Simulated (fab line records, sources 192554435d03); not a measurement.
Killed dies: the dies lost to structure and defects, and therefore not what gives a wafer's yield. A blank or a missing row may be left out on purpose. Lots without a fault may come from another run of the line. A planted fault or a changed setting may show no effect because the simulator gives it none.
Which of the tools did it? / flow n5Finfet / 10 lots (28 wafers sampled), 1 step of a 1938-step route

== WHAT THE GAUGES READ, wafer by wafer ==
N5_BEOL_M14_CD_MEAS_17: target cd 250 nm.
lot=L893; measured=day 11 16:10; on=cdSem-03; cdNm (nm)=247.3 248.4 246.3
lot=L895; measured=day 12 14:03; on=cdSem-03; cdNm (nm)=247.0 247.3 248.6
lot=L898; measured=day 12 23:07; on=cdSem-01; cdNm (nm)=246.7 250.0 247.1
lot=L897; measured=day 13 11:44; on=cdSem-01; cdNm (nm)=251.0 251.1
lot=L899; measured=day 13 12:31; on=cdSem-02; cdNm (nm)=247.0 250.2
lot=L907; measured=day 15 07:23; on=cdSem-03; cdNm (nm)=253.1 250.5 248.4
lot=L905; measured=day 15 07:27; on=cdSem-01; cdNm (nm)=249.4 251.6 246.6
lot=L909; measured=day 15 08:24; on=cdSem-01; cdNm (nm)=249.5 247.4 245.6
lot=L908; measured=day 15 09:05; on=cdSem-01; cdNm (nm)=252.7 249.8 251.2
lot=L913; measured=day 17 02:30; on=cdSem-02; cdNm (nm)=249.6 249.5 245.4

== WHAT TOOL EACH LOT RAN ON (gives the tool, then ch and the chambers of the sampled wafers, and finally the start) ==
Before these readings, the record contains no process step.

== AS READ BY THE TOOLS THEMSELVES (means over the sampled wafers that have a number; for cases with no such wafer, the mark the record gives instead) ==
The record holds no such reading with a usual standard deviation.

== THE ANSWER, worked out from the rows above alone ==
Rule: the lots themselves supply what counts as usual. The widest of any qualifying gaps counts: lots, ordered by their means at a reading, are off when they make up no more than a third of the lots, leave a main group of 4 or more, and stand apart from it by 3 or more times the standard deviation of that group's means. The tables above print the reading to a certain number of digits; a main group whose means all agree to those digits is not used. A lot without any number at a reading at which 4 lots or more have one is off too. Where the step has rows for the other lots, those lots are counted as sound. The gauges are gone through in route order, then the tools' own readings, and for those a lot's mean is taken as printed above. The first step at which some lot is off is used, and at that step the reading that is off furthest; a lot without a number counts as furthest.
Nothing can be told from this: no lot is off at any reading shown.

== WHAT HAD BEEN PUT IN BY THE SIMULATOR ==
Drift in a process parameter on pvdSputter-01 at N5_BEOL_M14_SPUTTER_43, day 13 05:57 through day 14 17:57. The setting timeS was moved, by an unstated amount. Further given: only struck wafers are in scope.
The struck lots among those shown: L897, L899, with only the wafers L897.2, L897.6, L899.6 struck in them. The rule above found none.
